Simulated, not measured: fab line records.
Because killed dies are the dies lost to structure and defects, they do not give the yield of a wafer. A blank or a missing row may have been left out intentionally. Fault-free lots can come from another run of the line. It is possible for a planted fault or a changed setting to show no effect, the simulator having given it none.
Which tool is to blame?	flow n5_finfet	Sampling: 22 lots, 66 wafers, 5 of 1938 route steps

## WHAT EACH GAUGE READ, for each wafer
N5_BEOL_M2_OCD_MEAS_38.
lot	measured	on	trench_depth_nm (nm)
L074	day 6 20:43	ocd-02	56.6 57.0 54.6
L075	day 6 22:42	ocd-01	55.4 56.8 57.0
L076	day 7 02:22	ocd-02	56.6 53.8 56.4
L077	day 7 10:44	ocd-02	58.9 57.0 58.9
L078	day 7 11:04	ocd-02	53.5 56.9 56.7
L079	day 8 04:19	ocd-02	54.8 58.3 54.3
L080	day 8 08:13	ocd-01	53.2 58.8 53.0
L081	day 8 08:19	ocd-02	56.9 55.5 54.9
L082	day 8 17:32	ocd-02	54.8 57.1 55.2
L083	day 8 17:38	ocd-01	55.7 57.7 55.3
L084	day 9 07:35	ocd-02	56.0 54.9 57.4
L086	day 9 18:08	ocd-02	55.5 55.4 55.8
L087	day 10 00:01	ocd-02	57.3 55.3 55.9
L088	day 10 09:52	ocd-01	56.6 55.0 55.6
L089	day 10 10:01	ocd-01	56.8 55.3 58.1
L090	day 10 13:08	ocd-01	56.0 55.5 58.8
L091	day 11 08:40	ocd-02	52.5 57.7 51.9
L093	day 11 12:14	ocd-01	55.2 55.3 56.9
L092	day 11 15:56	ocd-02	56.4 55.8 55.2
L094	day 11 16:06	ocd-01	55.2 58.5 55.9
L096	day 12 00:07	ocd-02	55.7 57.7 57.2
L097	day 12 22:30	ocd-01	55.4 55.3 55.0

## EACH LOT AND THE TOOL THAT RAN IT (in order: tool; ch and the chambers of the sampled wafers; start)
lot	N5_BEOL_M2_ETCH_69	N5_BEOL_M2_STRIP_36	N5_BEOL_M2_TRENCH_ETCH_37	N5_BEOL_M2_STRIP_97
L074	rie_diel-04 ch 1,3, day 6 15:23	rie_diel-05 ch 1,2,3, day 6 20:32	rie_diel-05 ch 1,2,3, day 6 20:43 or earlier	rie_diel-05 ch 1,2,3, day 6 20:43 or earlier
L075	rie_diel-04 ch 2,3, day 6 20:47	rie_diel-03 ch 1,2,3, day 6 22:30	rie_diel-03 ch 1,2,3, day 6 22:42 or earlier	rie_diel-03 ch 1,2,3, day 6 22:42 or earlier
L076	rie_diel-03 ch 1,2,3, day 6 22:14	rie_diel-05 ch 1,3, day 7 02:11	rie_diel-05 ch 1,3, day 7 02:22 or earlier	rie_diel-05 ch 1,3, day 7 02:22 or earlier
L077	rie_diel-05 ch 1,2,3, day 7 09:05	rie_diel-03 ch 0,1, day 7 10:33	rie_diel-03 ch 0,1, day 7 10:44 or earlier	rie_diel-03 ch 0,1, day 7 10:44 or earlier
L078	rie_diel-05 ch 1,2, day 7 09:24	rie_diel-05 ch 1,3, day 7 10:53	rie_diel-05 ch 1,3, day 7 11:04 or earlier	rie_diel-05 ch 1,3, day 7 11:04 or earlier
L079	rie_diel-04 ch 1,2, day 8 01:07	rie_diel-03 ch 0,3, day 8 04:07	rie_diel-03 ch 0,3, day 8 04:19 or earlier	rie_diel-03 ch 0,3, day 8 04:19 or earlier
L080	rie_diel-03 ch 0,1,2, day 8 01:18	rie_diel-04 ch 0,1, day 8 08:02	rie_diel-04 ch 0,1, day 8 08:13 or earlier	rie_diel-04 ch 0,1, day 8 08:13 or earlier
L081	rie_diel-04 ch 0,2, day 8 02:38	rie_diel-05 ch 0,2,3, day 8 08:08	rie_diel-05 ch 0,2,3, day 8 08:19 or earlier	rie_diel-05 ch 0,2,3, day 8 08:19 or earlier
L082	rie_diel-03 ch 1,2,3, day 8 14:11	rie_diel-05 ch 0,2,3, day 8 17:20	rie_diel-05 ch 0,2,3, day 8 17:32 or earlier	rie_diel-05 ch 0,2,3, day 8 17:32 or earlier
L083	rie_diel-05 ch 0,2,3, day 8 14:25	rie_diel-03 ch 2,3, day 8 17:25	rie_diel-03 ch 2,3, day 8 17:38 or earlier	rie_diel-03 ch 2,3, day 8 17:38 or earlier
L084	rie_diel-03 ch 0,2,3, day 9 04:09	rie_diel-03 ch 0,1,3, day 9 07:23	rie_diel-03 ch 0,1,3, day 9 07:35 or earlier	rie_diel-03 ch 0,1,3, day 9 07:35 or earlier
L086	rie_diel-03 ch 0,1,2, day 9 13:43	rie_diel-03 ch 1,3, day 9 17:56	rie_diel-03 ch 1,3, day 9 18:08 or earlier	rie_diel-03 ch 1,3, day 9 18:08 or earlier
L087	rie_diel-05 ch 0,2, day 9 20:53	rie_diel-03 ch 2,3, day 9 23:49	rie_diel-03 ch 2,3, day 10 00:01 or earlier	rie_diel-03 ch 2,3, day 10 00:01 or earlier
L088	rie_diel-03 ch 1,2,3, day 10 05:17	rie_diel-05 ch 0,1,3, day 10 09:41	rie_diel-05 ch 0,1,3, day 10 09:52 or earlier	rie_diel-05 ch 0,1,3, day 10 09:52 or earlier
L089	rie_diel-03 ch 0,1, day 10 07:13	rie_diel-03 ch 0,2,3, day 10 09:49	rie_diel-03 ch 0,2,3, day 10 10:01 or earlier	rie_diel-03 ch 0,2,3, day 10 10:01 or earlier
L090	rie_diel-05 ch 0,1,3, day 10 11:27	rie_diel-03 ch 0,1,3, day 10 12:56	rie_diel-03 ch 0,1,3, day 10 13:08 or earlier	rie_diel-03 ch 0,1,3, day 10 13:08 or earlier
L091	rie_diel-05 ch 0,1,2, day 10 19:02	rie_diel-04 ch 1,3, day 11 08:28	rie_diel-04 ch 1,3, day 11 08:40 or earlier	rie_diel-04 ch 1,3, day 11 08:40 or earlier
L093	rie_diel-03 ch 0,1,3, day 11 06:28	rie_diel-05 ch 0,1,3, day 11 12:02	rie_diel-05 ch 0,1,3, day 11 12:14 or earlier	rie_diel-05 ch 0,1,3, day 11 12:14 or earlier
L092	rie_diel-03 ch 0,2,3, day 11 14:47	rie_diel-05 ch 0,3, day 11 15:44	rie_diel-05 ch 0,3, day 11 15:56 or earlier	rie_diel-05 ch 0,3, day 11 15:56 or earlier
L094	rie_diel-05 ch 0,1,2, day 11 15:11	rie_diel-03 ch 0,1,3, day 11 15:55	rie_diel-03 ch 0,1,3, day 11 16:06 or earlier	rie_diel-03 ch 0,1,3, day 11 16:06 or earlier
L096	rie_diel-05 ch 2,3, day 11 22:36	rie_diel-03 ch 0,1, day 11 23:56	rie_diel-03 ch 0,1, day 12 00:07 or earlier	rie_diel-03 ch 0,1, day 12 00:07 or earlier
L097	rie_diel-04 ch 0,1, day 12 16:29	rie_diel-05 ch 0,1,3, day 12 22:18	rie_diel-05 ch 0,1,3, day 12 22:30 or earlier	rie_diel-05 ch 0,1,3, day 12 22:30 or earlier
- N5_BEOL_M2_ETCH_69: etches SiARC in CF4, target depth 15.6 nm, time 26 s.
- N5_BEOL_M2_STRIP_36: strips in N2/H2.
- N5_BEOL_M2_TRENCH_ETCH_37: etches SiOC in C4F6/O2, target depth 55.555 nm, time 29.2 s.
- N5_BEOL_M2_STRIP_97: strips in N2/H2, time 10 s.

## WHAT THE TOOLS THEMSELVES READ (means of the sampled wafers that have a number; where no wafer has one, the mark that the record gives instead)
N5_BEOL_M2_ETCH_69.
lot	tool	cf4_flow_sccm (sccm)	drypump_motor_current_A (A)	etch_rf_on_time_s (s)	oes_product_au (a.u.)	rf_vpp_V (V)	showerhead_plenum_p_Torr (Torr)	throttle_valve_pct (%)
L074	rie_diel-04	99.9	5.0	26.7	0.61	183.3	2.05	15.78
L075	rie_diel-04	99.8	5.6	25.4	0.61	183.0	2.03	15.75
L076	rie_diel-03	100.1	5.5	25.1	0.67	183.2	2.09	15.75
L077	rie_diel-05	99.8	6.3	26.2	0.64	183.5	2.11	15.61
L078	rie_diel-05	99.8	6.4	26.6	0.60	183.3	2.04	15.64
L079	rie_diel-04	99.9	5.3	27.5	0.60	183.1	2.05	15.89
L080	rie_diel-03	99.8	5.6	24.9	0.71	184.0	2.14	15.60
L081	rie_diel-04	99.8	6.0	25.7	0.68	184.6	2.07	15.64
L082	rie_diel-03	100.1	5.5	25.1	0.66	182.9	2.09	15.79
L083	rie_diel-05	99.9	6.0	25.4	0.72	184.3	2.13	15.40
L084	rie_diel-03	100.1	5.4	25.0	0.69	184.2	2.15	15.57
L086	rie_diel-03	100.1	5.6	25.0	0.70	183.7	2.13	15.63
L087	rie_diel-05	99.6	6.0	25.7	0.73	183.0	2.07	15.34
L088	rie_diel-03	100.3	5.5	25.2	0.65	183.5	2.09	15.81
L089	rie_diel-03	100.2	5.9	24.8	0.68	183.6	2.14	15.77
L090	rie_diel-05	100.0	6.1	26.2	0.75	184.1	2.19	15.42
L091	rie_diel-05	99.8	6.2	26.5	0.72	184.7	2.13	15.45
L093	rie_diel-03	100.0	5.6	24.9	0.66	184.3	2.15	15.74
L092	rie_diel-03	100.1	5.4	25.0	0.67	184.0	2.15	15.62
L094	rie_diel-05	100.2	6.2	26.4	0.71	183.1	2.12	15.47
L096	rie_diel-05	100.2	6.1	25.8	0.65	184.5	2.17	15.52
L097	rie_diel-04	100.2	5.1	26.8	0.64	183.0	2.08	15.68

N5_BEOL_M2_STRIP_36.
lot	tool	drypump_motor_current_A (A)	oes_product_au (a.u.)	rf_vpp_V (V)	showerhead_plenum_p_Torr (Torr)	temp_c (C)	throttle_valve_pct (%)
L074	rie_diel-05	6.3	0.76	58.0	2.51	39.94	23.49
L075	rie_diel-03	5.5	0.77	58.5	2.46	39.99	23.51
L076	rie_diel-05	6.1	0.79	60.4	2.59	40.04	23.58
L077	rie_diel-03	5.7	0.87	59.3	2.60	39.99	23.37
L078	rie_diel-05	6.1	0.77	59.0	2.59	39.97	23.58
L079	rie_diel-03	5.4	0.76	58.7	2.58	40.09	23.50
L080	rie_diel-04	5.1	0.79	59.3	2.48	39.90	23.57
L081	rie_diel-05	6.0	0.84	58.8	2.54	40.11	23.55
L082	rie_diel-05	6.0	0.84	59.7	2.53	40.02	23.57
L083	rie_diel-03	5.3	0.73	57.9	2.50	39.93	23.56
L084	rie_diel-03	5.6	0.77	59.1	2.54	40.14	23.46
L086	rie_diel-03	5.6	0.72	58.8	2.48	39.98	23.58
L087	rie_diel-03	5.3	0.73	59.2	2.49	39.92	23.57
L088	rie_diel-05	6.1	0.88	59.6	2.61	40.04	23.48
L089	rie_diel-03	5.4	0.78	60.0	2.54	39.89	23.48
L090	rie_diel-03	5.6	0.77	60.1	2.53	39.97	23.49
L091	rie_diel-04	5.0	0.77	60.5	2.50	40.00	23.54
L093	rie_diel-05	6.1	0.87	58.7	2.61	40.06	23.49
L092	rie_diel-05	5.8	0.86	59.0	2.53	40.01	23.58
L094	rie_diel-03	5.6	0.76	58.6	2.53	40.01	23.50
L096	rie_diel-03	5.7	0.80	59.5	2.59	40.03	23.39
L097	rie_diel-05	6.1	0.85	58.4	2.61	39.97	23.50

N5_BEOL_M2_TRENCH_ETCH_37.
lot	tool	drypump_motor_current_A (A)	oes_product_au (a.u.)	rf_vpp_V (V)	showerhead_plenum_p_Torr (Torr)	throttle_valve_pct (%)
L074	rie_diel-05	6.3	0.76	682	2.80	20.78
L075	rie_diel-03	5.5	0.78	668	2.78	20.97
L076	rie_diel-05	6.2	0.78	680	2.89	20.82
L077	rie_diel-03	5.7	0.87	667	2.95	20.88
L078	rie_diel-05	6.1	0.77	680	2.89	20.84
L079	rie_diel-03	5.4	0.77	664	2.88	20.76
L080	rie_diel-04	5.1	0.81	679	2.78	20.81
L081	rie_diel-05	6.0	0.84	672	2.83	20.62
L082	rie_diel-05	6.0	0.83	672	2.83	20.62
L083	rie_diel-03	5.3	0.74	667	2.78	20.82
L084	rie_diel-03	5.7	0.78	665	2.86	20.94
L086	rie_diel-03	5.5	0.73	663	2.78	20.97
L087	rie_diel-03	5.3	0.73	667	2.78	20.84
L088	rie_diel-05	6.1	0.89	686	2.91	20.64
L089	rie_diel-03	5.3	0.78	668	2.86	20.81
L090	rie_diel-03	5.6	0.78	666	2.86	20.95
L091	rie_diel-04	5.0	0.77	687	2.82	20.96
L093	rie_diel-05	6.1	0.87	687	2.91	20.67
L092	rie_diel-05	5.8	0.86	672	2.82	20.59
L094	rie_diel-03	5.6	0.76	665	2.85	20.96
L096	rie_diel-03	5.7	0.81	666	2.93	20.94
L097	rie_diel-05	6.1	0.85	686	2.90	20.69

N5_BEOL_M2_STRIP_97.
lot	tool	drypump_motor_current_A (A)	oes_product_au (a.u.)	rf_vpp_V (V)	showerhead_plenum_p_Torr (Torr)	temp_c (C)	throttle_valve_pct (%)
L074	rie_diel-05	6.2	0.75	58.4	2.51	39.97	23.49
L075	rie_diel-03	5.5	0.77	58.9	2.46	39.96	23.51
L076	rie_diel-05	6.1	0.77	58.3	2.59	39.97	23.58
L077	rie_diel-03	5.7	0.85	59.5	2.60	40.03	23.36
L078	rie_diel-05	6.2	0.77	58.7	2.59	40.01	23.58
L079	rie_diel-03	5.4	0.76	58.8	2.58	40.00	23.50
L080	rie_diel-04	5.1	0.79	59.0	2.48	39.90	23.58
L081	rie_diel-05	6.0	0.84	59.2	2.54	39.95	23.55
L082	rie_diel-05	6.0	0.84	59.4	2.53	40.01	23.57
L083	rie_diel-03	5.3	0.73	59.4	2.49	39.91	23.57
L084	rie_diel-03	5.6	0.77	59.0	2.54	39.95	23.47
L086	rie_diel-03	5.5	0.72	59.3	2.48	40.06	23.58
L087	rie_diel-03	5.3	0.73	60.0	2.49	39.93	23.58
L088	rie_diel-05	6.1	0.90	59.2	2.61	39.91	23.48
L089	rie_diel-03	5.4	0.78	59.1	2.54	40.06	23.48
L090	rie_diel-03	5.6	0.77	59.0	2.53	40.03	23.49
L091	rie_diel-04	5.0	0.77	58.5	2.50	39.92	23.56
L093	rie_diel-05	6.1	0.86	59.0	2.61	39.98	23.50
L092	rie_diel-05	5.9	0.86	59.4	2.53	40.04	23.58
L094	rie_diel-03	5.6	0.76	59.2	2.53	40.14	23.50
L096	rie_diel-03	5.7	0.80	59.7	2.59	39.95	23.41
L097	rie_diel-05	6.1	0.85	59.7	2.60	40.05	23.50

## THE ANSWER, worked out from the rows above alone
Rule: the lots themselves supply what counts as usual. Put in order of their means at a reading, lots are off if they are a third of the lots or fewer, leave a main group of 4 or more, and stand apart from it by a gap of 3 or more times the standard deviation of the main group's means; of several such gaps the widest counts. If all means in a main group match to the digits the tables above print for the reading, that group is not used. A lot without any number at a reading at which 4 lots or more have one is off too. The other lots that the step has rows for count as sound. First the gauges in route order, then the tools' own readings, where a lot's mean is used as printed above. At the first step where some lot is off, the reading lying furthest off is the one used; lots without a number count as furthest.
Across all readings shown, no lot is off: no conclusion can be drawn from this.

## WHAT THE SIMULATOR PUT IN
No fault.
